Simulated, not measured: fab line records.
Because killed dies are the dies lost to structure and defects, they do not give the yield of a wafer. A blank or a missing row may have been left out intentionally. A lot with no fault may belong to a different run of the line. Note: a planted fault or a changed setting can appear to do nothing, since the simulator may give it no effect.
fab line records ; flow nand_harc
record lots=6; wafers=18; last_day=34
route steps=1302 shown A_CHANNEL_HOLE_D1@483 A_CHANNEL_FILL_D1@490 END@1302
lots untouched by any fault: they come from a run of this same line in which no faults occurred
start_h: hours from the record's opening day to when the first of the lot's shown wafers began ; wait_h: how many hours have passed since the lot's step before this one ; " repeats the value in the row above ; L1.1+2: several wafers, shown together as one row ; - no value present, or no start provided ; * or withheld: withheld ; < > ~ a bound
route shown NAME@n: names a module that has steps shown in the file, with the first one's number in the route ; usual: average and standard deviation across the fault-free wafers ; same: alike in all rows ; chamber/n: place in a boat ; sites: each site's reading ; _std_site: how widely they spread, as a standard deviation ; _edge_site: outer sites' mean less inner sites' ; radius_mm: how far each site lies from the wafer's centre ; mask NAME#n: copy n ; behind: the most recent tool/chamber to have shaped the wafer ; hold: why the lot was held/for how many hours/how that ended ; device: which transistor (n, p or np) failed to switch ; end of line: the route-end tests of the same wafers ; a step with no rows: only its recipe ; killed: the dies lost at the first sort to structure and to defects; this is not the yield of the wafer ; map: a wafer's dies, marking killed ones x, the rest . and places with no die _
set.NAME: the setting that was run; set.NAME@STEP: the one run at that earlier step ; model.NAME: the simulator's own value behind a step, which no gauge read
certain route steps with their lots: each step a table, each wafer a row
services: a tool's chamber out of use, with start hour (start_h, from the record's first day; less than 0 if before it), hours out, and reason
## steps
# step NHARC_A_CHANNEL_HOLE_D1_ETCH_44
# recipe target_depth_a=1400; overetch_a=140; time_s=77; ion_energy_ev=100; cf4_flow_sccm=80; o2_flow_sccm=20; ar_flow_sccm=0; rf_w=300; bias_w=100; chemistry=CF4/O2
# usual drypump_motor_current_A=5.7/0.32; oes_product_au=1.001/0.0069; rf_vpp_V=197.7/1.2; showerhead_plenum_p_Torr=1.33/0.044; throttle_valve_pct=13.398/0.0091
lot.wafer;tool;chamber;start_h;wait_h;drypump_motor_current_A;oes_product_au;rf_hours_counter_h;rf_vpp_V;showerhead_plenum_p_Torr;throttle_valve_pct
L403.2;rie_diel-02;3;239.17;0.1;5.8;0.997;2;199.6;1.37;13.395
L403.4;rie_diel-02;1;239.17;0.1;5.7;1.002;0;196.2;1.27;13.393
L403.6;rie_diel-02;3;239.17;0.1;5.8;0.995;-;199.7;1.37;13.404
L405.4;rie_diel-02;0;258.66;0.1;5.5;1.005;5;197.1;1.34;13.391
L405.2;rie_diel-02;2;258.66;0.1;6.0;0.984;4;198.1;1.35;13.414
L405.5;rie_diel-02;1;258.66;0.1;5.7;1.004;-;197.9;1.27;13.397
L411.4;rie_diel-02;2;323.85;0.7;5.9;1.000;11;198.1;1.35;13.402
L411.6;rie_diel-02;1;323.85;0.7;5.7;1.006;-;197.9;1.27;13.401
L411.5;rie_diel-02;2;323.85;0.7;6.0;0.998;-;198.3;1.35;13.416
L413.3;rie_diel-12;1;329.78;0.1;5.5;0.989;21;198.5;1.37;13.397
L413.4;rie_diel-12;2;329.78;0.1;5.5;0.997;15;199.3;1.38;13.391
L413.6;rie_diel-12;3;329.78;0.1;6.1;1.005;-;196.1;1.30;13.374
L414.1;rie_diel-02;3;351.45;0.1;5.8;1.007;13;197.0;1.37;13.381
L414.3;rie_diel-02;2;351.45;0.1;6.0;1.004;13;197.5;1.35;13.401
L414.4;rie_diel-02;2;351.45;0.1;6.0;1.013;-;198.5;1.35;13.397
L420.4;rie_diel-02;1;447.48;0.1;5.7;1.010;4;196.0;1.27;13.377
L420.1;rie_diel-02;2;447.48;0.1;6.0;1.000;4;198.4;1.34;13.402
L420.5;rie_diel-02;0;447.48;0.1;5.5;0.999;-;196.6;1.34;13.412
# step NHARC_A_CHANNEL_HOLE_D1_STRIP_27
# recipe o2_flow_sccm=500; ar_flow_sccm=0; bias_w=0; chemistry=O2
# usual drypump_motor_current_A=5.7/0.3; oes_product_au=1.003/0.0071; rf_vpp_V=57.8/0.88; showerhead_plenum_p_Torr=3.53/0.11; throttle_valve_pct=17.036/0.0092
lot.wafer;tool;chamber;start_h;wait_h;drypump_motor_current_A;oes_product_au;rf_hours_counter_h;rf_vpp_V;showerhead_plenum_p_Torr;throttle_valve_pct
L403.4;rie_diel-02;3;-;-;5.8;0.998;2;57.0;3.61;17.046
L403.2;rie_diel-02;1;-;-;5.7;1.010;1;56.9;3.37;17.049
L403.6;rie_diel-02;3;-;-;5.8;1.002;-;59.3;3.61;17.042
L405.2;rie_diel-02;1;-;-;5.7;1.013;3;57.8;3.36;17.038
L405.4;rie_diel-02;0;-;-;5.5;1.002;5;57.5;3.55;17.049
L405.5;rie_diel-02;2;-;-;6.0;1.008;-;57.9;3.56;17.032
L411.4;rie_diel-02;1;-;-;5.7;1.013;8;57.9;3.36;17.042
L411.5;rie_diel-02;1;-;-;5.8;1.012;-;57.7;3.36;17.021
L411.6;rie_diel-02;2;-;-;6.0;1.011;-;57.3;3.56;17.026
L413.4;rie_diel-12;1;-;-;5.5;0.992;21;58.4;3.62;17.036
L413.3;rie_diel-12;2;-;-;5.5;0.993;15;59.4;3.65;17.040
L413.6;rie_diel-12;2;-;-;5.5;0.998;-;58.5;3.65;17.017
L414.1;rie_diel-02;3;-;-;5.8;1.011;13;59.8;3.61;17.036
L414.3;rie_diel-02;0;-;-;5.5;0.999;13;58.5;3.55;17.026
L414.4;rie_diel-02;2;-;-;6.0;1.000;-;57.0;3.55;17.026
L420.1;rie_diel-02;0;-;-;5.5;0.999;4;57.5;3.54;17.042
L420.4;rie_diel-02;2;-;-;6.0;1.007;4;58.0;3.55;17.032
L420.5;rie_diel-02;1;-;-;5.8;1.015;-;57.1;3.36;17.030
# step NHARC_A_CHANNEL_HOLE_D1_PRECLEAN_28
# recipe time_s=*; temp_c=50; bath_age_min=0; chemistry=SC1
# step NHARC_A_CHANNEL_HOLE_D1_SRD_29
# step NHARC_A_CHANNEL_HOLE_D1_CD_MEAS_30
# usual cd_nm=90.2/0.92
lot.wafer;tool;chamber;start_h;wait_h;cd_nm
L403.2;cd_sem-03;-;239.97;-;89.7
L403.4;cd_sem-03;-;239.97;-;91.0
L403.6;cd_sem-03;-;239.97;-;89.9
L405.2;cd_sem-02;-;259.45;-;90.3
L405.4;cd_sem-02;-;259.45;-;90.4
L405.5;cd_sem-02;-;259.45;-;89.8
L411.4;cd_sem-02;-;324.65;-;90.3
L411.5;cd_sem-02;-;324.65;-;88.4
L411.6;cd_sem-02;-;324.65;-;88.9
L413.3;cd_sem-03;-;330.57;-;91.4
L413.4;cd_sem-03;-;330.57;-;89.8
L413.6;cd_sem-03;-;330.57;-;90.8
L414.1;cd_sem-01;-;352.36;-;90.6
L414.3;cd_sem-01;-;352.36;-;90.0
L414.4;cd_sem-01;-;352.36;-;90.8
L420.1;cd_sem-01;-;448.27;-;90.0
L420.4;cd_sem-01;-;448.27;-;88.6
L420.5;cd_sem-01;-;448.27;-;89.7
# step NHARC_A_CHANNEL_HOLE_D1_XSEM_31
# recipe landing_energy_ev=35000
# step NHARC_A_CHANNEL_HOLE_D1_INSPECT_40
# usual raw_defect_count=76/24
lot.wafer;tool;chamber;start_h;wait_h;raw_defect_count
L403.2;defect_inspect-01;-;240.15;-;111
L403.4;defect_inspect-01;-;240.15;-;90
L403.6;defect_inspect-01;-;240.15;-;91
L405.2;defect_inspect-02;-;259.63;-;70
L405.4;defect_inspect-02;-;259.63;-;64
L405.5;defect_inspect-02;-;259.63;-;72
L411.4;defect_inspect-02;-;324.83;-;32
L411.5;defect_inspect-02;-;324.83;-;49
L411.6;defect_inspect-02;-;324.83;-;60
L413.3;defect_inspect-01;-;330.75;-;114
L413.4;defect_inspect-01;-;330.75;-;81
L413.6;defect_inspect-01;-;330.75;-;56
L414.1;defect_inspect-01;-;352.55;-;115
L414.3;defect_inspect-01;-;352.55;-;107
L414.4;defect_inspect-01;-;352.55;-;85
L420.1;defect_inspect-01;-;448.46;-;32
L420.4;defect_inspect-01;-;448.46;-;52
L420.5;defect_inspect-01;-;448.46;-;50
# step NHARC_A_CHANNEL_FILL_D1_PRECLEAN_00
# recipe time_s=*; temp_c=50; bath_age_min=0; chemistry=SC1
# step NHARC_A_CHANNEL_FILL_D1_SRD_01
# step NHARC_A_CHANNEL_FILL_D1_ALD_02
# recipe target_thk_a=60; pulse_time_s=10; ald_cycles=60; temp_c=300; material=SiO2
# usual ald_cycles=60/0; heater_power_w=476/52; precursor_pulse_height_rel=1.001/0.02
lot.wafer;tool;chamber;start_h;wait_h;ald_cycles;heater_power_w;precursor_pulse_height_rel
L403.2;ald_hk-01;0;240.34;-;60;511;1.005
L403.4;ald_hk-01;2;240.34;-;60;529;0.982
L403.6;ald_hk-01;0;240.34;-;60;521;0.991
L405.4;ald_hk-01;0;259.90;-;60;505;0.972
L405.2;ald_hk-01;2;259.90;-;60;523;0.987
L405.5;ald_hk-01;3;259.90;-;60;434;0.985
L411.4;ald_hk-01;0;325.02;-;60;515;1.024
L411.5;ald_hk-01;0;325.02;-;60;504;0.985
L411.6;ald_hk-01;1;325.02;-;60;553;0.966
L413.4;ald_hk-03;1;331.09;-;60;455;0.956
L413.3;ald_hk-03;2;331.09;-;60;409;0.982
L413.6;ald_hk-03;0;331.09;-;60;450;1.009
L414.4;ald_hk-01;3;354.60;-;60;450;0.989
L414.3;ald_hk-01;0;354.60;-;60;490;0.987
L414.1;ald_hk-01;2;354.60;-;60;507;0.968
L420.4;ald_hk-01;2;448.73;-;60;522;0.983
L420.1;ald_hk-01;3;448.73;-;60;440;1.007
L420.5;ald_hk-01;2;448.73;-;60;518;1.026
# step NHARC_A_CHANNEL_FILL_D1_ALD_03
# recipe target_thk_a=60; pulse_time_s=60; ald_cycles=58; temp_c=630; pressure_torr=2; material=SiNx
# step NHARC_A_CHANNEL_FILL_D1_ALD_14
# recipe target_thk_a=25; pulse_time_s=10; ald_cycles=25; temp_c=300; material=SiO2
# usual ald_cycles=25/0; heater_power_w=477/47; precursor_pulse_height_rel=1.001/0.02
lot.wafer;tool;chamber;start_h;wait_h;ald_cycles;heater_power_w;precursor_pulse_height_rel
L403.2;ald_hk-04;2;247.72;0.1;25;434;0.991
L403.4;ald_hk-04;3;247.72;0.1;25;441;1.024
L403.6;ald_hk-04;1;247.72;0.1;25;517;1.017
L405.2;ald_hk-01;1;265.79;0.4;25;546;1.013
L405.4;ald_hk-01;3;265.79;0.4;25;426;0.971
L405.5;ald_hk-01;1;265.79;0.4;25;541;1.015
L411.4;ald_hk-01;3;332.73;0.7;25;461;1.004
L411.6;ald_hk-01;3;332.73;0.7;25;450;0.970
L411.5;ald_hk-01;0;332.73;0.7;25;500;0.977
L413.4;ald_hk-01;1;339.20;1.3;25;554;1.016
L413.3;ald_hk-01;2;339.20;1.3;25;521;1.005
L413.6;ald_hk-01;1;339.20;1.3;25;554;1.004
L414.4;ald_hk-03;1;361.67;0.1;25;436;1.010
L414.1;ald_hk-03;2;361.67;0.1;25;416;1.022
L414.3;ald_hk-03;3;361.67;0.1;25;375;1.016
L420.4;ald_hk-03;2;452.96;0.1;25;435;0.998
L420.1;ald_hk-03;0;452.96;0.1;25;482;0.997
L420.5;ald_hk-03;2;452.96;0.1;25;432;0.974
# step NHARC_A_CHANNEL_FILL_D1_ALD_15
# recipe target_thk_a=20; pulse_time_s=60; ald_cycles=19; temp_c=630; pressure_torr=2; material=SiNx
# usual ald_cycles=19/0; precursor_pulse_height_rel=0.999/0.02
lot.wafer;tool;chamber;start_h;wait_h;ald_cycles;precursor_pulse_height_rel
L403.2;ald_sin_batch-01;0;250.82;-;19;0.998
L403.4;ald_sin_batch-01;0;250.82;-;19;1.008
L403.6;ald_sin_batch-01;0;250.82;-;19;0.991
L405.2;ald_sin_batch-01;0;268.88;-;19;1.019
L405.4;ald_sin_batch-01;0;268.88;-;19;1.012
L405.5;ald_sin_batch-01;0;268.88;-;19;1.019
L411.4;ald_sin_batch-02;0;335.86;-;19;0.987
L411.5;ald_sin_batch-02;0;335.86;-;19;1.001
L411.6;ald_sin_batch-02;0;335.86;-;19;0.999
L413.3;ald_sin_batch-01;0;342.29;-;25;1.002
L413.4;ald_sin_batch-01;0;342.29;-;25;0.998
L413.6;ald_sin_batch-01;0;342.29;-;25;1.025
L414.1;ald_sin_batch-01;0;364.75;-;25;1.012
L414.3;ald_sin_batch-01;0;364.75;-;25;0.976
L414.4;ald_sin_batch-01;0;364.75;-;25;0.996
L420.1;ald_sin_batch-02;0;456.04;-;19;0.966
L420.4;ald_sin_batch-02;0;456.04;-;19;0.981
L420.5;ald_sin_batch-02;0;456.04;-;19;0.985
# step NHARC_A_CHANNEL_FILL_D1_ALD_16
# recipe target_thk_a=15; pulse_time_s=10; ald_cycles=15; temp_c=300; material=SiO2
# usual ald_cycles=15/0; heater_power_w=468/47; precursor_pulse_height_rel=0.999/0.023
lot.wafer;tool;chamber;start_h;wait_h;ald_cycles;heater_power_w;precursor_pulse_height_rel
L403.2;ald_hk-03;1;252.90;0.0;15;440;0.987
L403.4;ald_hk-03;2;252.90;0.0;15;422;0.988
L403.6;ald_hk-03;2;252.90;0.0;15;411;0.976
L405.2;ald_hk-01;3;270.95;0.1;15;450;0.991
L405.4;ald_hk-01;0;270.95;0.1;15;516;1.009
L405.5;ald_hk-01;3;270.95;0.1;15;447;0.976
L411.4;ald_hk-01;3;339.09;1.2;15;444;0.952
L411.6;ald_hk-01;0;339.09;1.2;15;506;0.993
L411.5;ald_hk-01;1;339.09;1.2;15;561;0.996
L413.4;ald_hk-01;3;344.36;0.1;15;449;1.001
L413.3;ald_hk-01;1;344.36;0.1;15;560;1.019
L413.6;ald_hk-01;3;344.36;0.1;15;448;1.020
L414.1;ald_hk-01;3;366.84;0.1;15;440;0.999
L414.3;ald_hk-01;1;366.84;0.1;15;555;1.009
L414.4;ald_hk-01;2;366.84;0.1;15;502;1.019
L420.1;ald_hk-01;3;458.23;0.2;15;451;0.993
L420.4;ald_hk-01;1;458.23;0.2;15;562;0.989
L420.5;ald_hk-01;0;458.23;0.2;15;512;0.962
# step NHARC_END_SORT_01
# recipe temp_c=25
# usual killed_at_array=58/15; killed_at_other=0.8/1.2; killed_at_periphery=3.5/2.5; killed_dies=62/15; killed_open=3.2/1.7; killed_short=2.4/1.5
# same gross_dies=677
lot.wafer;tool;chamber;start_h;wait_h;killed_at_array;killed_at_other;killed_at_periphery;killed_dies;killed_open;killed_short
L413.4;prober-01;0;710.36;3.4;51;0;2;53;4;2
L413.6;prober-01;0;711.94;4.0;61;1;2;64;2;3
L411.4;prober-02;0;710.46;3.4;28;0;7;35;2;4
L411.6;prober-02;0;712.06;4.0;27;0;3;30;2;1
# killed by level:class
L413.4 A_SLIT:chamber_film_flake=28 A_CHANNEL_HOLE_D1:chamber_film_flake=7 A_CHANNEL_FILL_D2:chamber_film_flake=3 A_STAIRCASE:chamber_film_flake=3 A_SGD_CUT:chamber_film_flake=3 A_DECK1_JOINT:geometric_particle:open=2 P_GATE:geometric_particle:short=1 A_CHANNEL_FILL_D1:geometric_particle:open=1
L411.4 A_CONTACT:chamber_film_flake=5 A_CHANNEL_HOLE_D1:chamber_film_flake=4 A_SLIT:chamber_film_flake=4 P_GATE:chamber_film_flake=3 A_CHANNEL_FILL_D2:chamber_film_flake=3 A_DECK1_JOINT:geometric_particle:short=2 A_CHANNEL_FILL_D1:chamber_film_flake=2 A_CHANNEL_HOLE_D2:chamber_film_flake=2
L413.6 A_SLIT:chamber_film_flake=30 A_CHANNEL_HOLE_D1:chamber_film_flake=10 A_SGD_CUT:chamber_film_flake=9 A_STAIRCASE:chamber_film_flake=4 A_CONTACT:chamber_film_flake=2 A_ONON_D1:geometric_particle:open=1 A_ONON_D2:geometric_particle:short=1 A_ONON_D2:geometric_particle:open=1
L411.6 A_CHANNEL_HOLE_D1:chamber_film_flake=9 A_CONTACT:chamber_film_flake=6 A_SLIT:chamber_film_flake=4 A_WL_FILL:chamber_film_flake=3 A_CHANNEL_FILL_D2:geometric_particle:open=2 A_DECK1_JOINT:geometric_particle:short=1 P_STI:chamber_film_flake=1 P_GATE:chamber_film_flake=1
## services
tool;chamber;start_h;hours;kind
rie_diel-02;-;216.70;9.0;pm
rie_diel-02;0;216.70;9.0;vent_cycle
rie_diel-02;1;216.70;15.0;vent_cycle
rie_diel-02;2;216.70;9.0;vent_cycle
rie_diel-02;3;216.70;9.0;vent_cycle
rie_diel-02;0;225.70;-;clean
rie_diel-12;3;252.89;13.2;repair
rie_diel-12;-;268.44;9.0;pm
ald_sin_batch-02;-;272.28;26.0;pm
ald_hk-01;-;275.73;1.0;repair
ald_hk-04;-;289.56;1.4;repair
ald_hk-01;2;296.09;10.0;vent_cycle
ald_hk-01;3;296.09;10.0;vent_cycle
ald_hk-01;0;306.09;-;clean
ald_hk-01;1;306.09;-;clean
ald_hk-01;2;306.09;-;clean
ald_hk-01;3;306.09;-;clean
rie_diel-12;-;335.31;2.3;repair
ald_hk-03;-;391.67;10.0;pm
rie_diel-02;-;393.70;9.0;pm
rie_diel-12;-;396.22;1.2;repair
ald_hk-04;-;434.74;10.0;pm
rie_diel-12;-;445.50;9.0;pm
ald_hk-04;-;457.18;1.8;repair
## key
first_sign step=NHARC_A_CHANNEL_FILL_D1_ALD_15; reading=ald_cycles; direction=up; sigmas=99+; usual=19; struck=25
effect none on later readings
met_at NHARC_A_CHANNEL_FILL_D1_ALD_15
struck_wafers L413.3,L413.4,L413.6,L414.1,L414.3,L414.4
tester_left_out L413,L414
onset_between 268.88 342.29
fault kind=process_parameter_drift; tool=ald_sin_batch-01; chamber=-; onset_h=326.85; steps=NHARC_A_CHANNEL_FILL_D1_ALD_15; channel=ald_cycles; offset=6; shape=step; end_h=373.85; acts_in=these_recipes_only; stated=19
# tester_left_out: of these lots the tester's yield and bins aren't shown, on N5 and GAA mostly nor the transistor test; their killed dies are dies lost to structure and defects alone, not to doping, threshold or leakage, so they don't give the yield
